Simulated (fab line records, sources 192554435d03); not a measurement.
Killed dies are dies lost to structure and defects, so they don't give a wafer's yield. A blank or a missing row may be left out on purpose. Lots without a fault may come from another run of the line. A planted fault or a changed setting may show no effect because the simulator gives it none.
Split-lot experiment | flow n5_finfet | 7 lots, 21 wafers read, on a route of 1938 steps

THE SPLIT
At N5_BEOL_M13_COAT_04 (resist thk 400 nm), the setting spin_rpm was moved away from the recipe's 1625 rpm on 6 of the 21 wafers read, by -6.9% to +8.6%. The other wafers ran this setting at the recipe's value.

FROM THE SPLIT TO THE READING: what the file shows between them, 7 steps
- N5_BEOL_M13_EXPOSE_07: exposes mask V12 (also split here: dose_mj)
- N5_BEOL_M13_PEB_08: peb time 90 s
- N5_BEOL_M13_DEVELOP_09: develop time 45 s
- N5_BEOL_M13_HARDBAKE_14: time 120 s
- N5_BEOL_M13_CD_MEAS_10: target cd 190 nm
- N5_BEOL_M13_DESCUM_15: chemistry O2, time 7.9 s
- N5_BEOL_M13_ETCH_59: etches BARC in N2/H2, target depth 89 nm, overetch 26.7 nm, time 67.9 s

THE READING
coat_of_BEOL_M13_COAT_04.thk_nm (the simulator's own value, which no gauge read), in nm, at N5_BEOL_M13_VIA_ETCH_16 (etches SiOC in C4F8/O2/Ar, target depth 921.7 nm). The file gives no usual value for it. The 15 wafers here that ran the recipe average 71.0 nm, standard deviation 3.7 nm.

wafer  | tool, chamber at the split | spin_rpm as run, rpm | against the recipe | coat_of_BEOL_M13_COAT_04.thk_nm, nm | against lot-mates on the recipe
L076.3 | litho_track-04, 0          | 1764                 | +8.6%              | 56.2                                | -11.6
L076.5 | litho_track-04, 0          | 1625                 | recipe             | 67.8                                | -
L076.6 | litho_track-04, 0          | 1764                 | +8.6%              | 51.2                                | -16.6
L075.3 | litho_track-03, 0          | 1625                 | recipe             | 71.8                                | -
L075.4 | litho_track-03, 0          | 1740                 | +7.1%              | 55.4                                | -15.4
L075.6 | litho_track-03, 0          | 1625                 | recipe             | 69.8                                | -
L077.1 | litho_track-01, 0          | 1625                 | recipe             | 73                                  | -
L077.2 | litho_track-01, 0          | 1625                 | recipe             | 71.4                                | -
L077.3 | litho_track-01, 0          | 1625                 | recipe             | 70.4                                | -
L080.2 | litho_track-03, 0          | 1625                 | recipe             | 77                                  | -
L080.3 | litho_track-03, 0          | 1513                 | -6.9%              | 93                                  | +16.0
L080.5 | litho_track-03, 0          | 1513                 | -6.9%              | 86.4                                | +9.4
L081.3 | litho_track-04, 0          | 1625                 | recipe             | 70.2                                | -
L081.5 | litho_track-04, 0          | 1625                 | recipe             | 64.6                                | -
L081.6 | litho_track-04, 0          | 1625                 | recipe             | 67.4                                | -
L083.1 | litho_track-04, 0          | 1625                 | recipe             | 71.8                                | -
L083.3 | litho_track-04, 0          | 1625                 | recipe             | 72.8                                | -
L083.4 | litho_track-04, 0          | 1625                 | recipe             | 65                                  | -
L093.1 | litho_track-01, 0          | 1625                 | recipe             | 76.8                                | -
L093.4 | litho_track-01, 0          | 1672                 | +2.9%              | 67                                  | -9.3
L093.5 | litho_track-01, 0          | 1625                 | recipe             | 75.8                                | -

THE FIT
A straight line over all 21 wafers: coat_of_BEOL_M13_COAT_04.thk_nm changes by -2.28 nm for each +1% of spin_rpm; r = -0.92; the points scatter about the line by 3.7 nm.
The same after taking each lot's own level away (the mean of its wafers on the recipe; 21 wafers): -1.84 nm for each +1%; r = -0.94; scatter 2.5 nm.
On that fit, the largest move of spin_rpm shifts the reading by 16 nm.
The lots' own levels span 67.40 to 77.00 nm, that is 2.6 times the standard deviation above.
So the lot-to-lot level changes the slope: the two fits differ.
Check: with one of the wafers moved furthest among these (+8.6%) left out of the fit, the line predicts -17.4 nm for it against its lot-mates. It came out at -11.6 nm against them.

OTHER SPLITS ON THESE WAFERS
These wafers also went through other splits before the reading. Each is held against what the fit with the lots' levels taken away leaves over:
other split on the same wafers    | wafers away from the commonest value | r with coat_of_BEOL_M13_COAT_04.thk_nm (lot level and that fit taken away)
N5_BEOL_M10_COAT_63 spin_rpm      | 4                                    | +0.26
N5_BEOL_M10_EXPOSE_25 dose_mj     | 12                                   | +0.08
N5_BEOL_M11_ETCH_66 time_s        | 7                                    | -0.18
N5_BEOL_M11_TRENCH_ETCH_37 bias_w | 10                                   | +0.22
N5_BEOL_M11_ETCH_41 time_s        | 8                                    | +0.14
N5_BEOL_M13_EXPOSE_07 dose_mj     | 7                                    | +0.12

THE WHOLE CHAIN: every reading that the file lists as answering this split, in the file's order
step                    | what it does                                     | reading                                                                          | change (the file's fit)              | r (the file's)
N5_BEOL_M13_COAT_04     | resist thk 400 nm                                | coat_of_BEOL_M13_COAT_04.thk_nm (the simulator's own value, which no gauge read) | -2 nm for each +1% of the setting    | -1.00
N5_BEOL_M13_VIA_ETCH_16 | etches SiOC in C4F8/O2/Ar, target depth 921.7 nm | coat_of_BEOL_M13_COAT_04.thk_nm (the simulator's own value, which no gauge read) | -1.92 nm for each +1% of the setting | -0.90
N5_BEOL_M13_STRIP_63    | strips in N2/H2                                  | strip_time_to_endpoint_s                                                         | withheld for each +1% of the setting | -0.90

THE FILE'S OWN FIT
coat_of_BEOL_M13_COAT_04.thk_nm changes by -1.92 nm for each +1% of spin_rpm, r = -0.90.
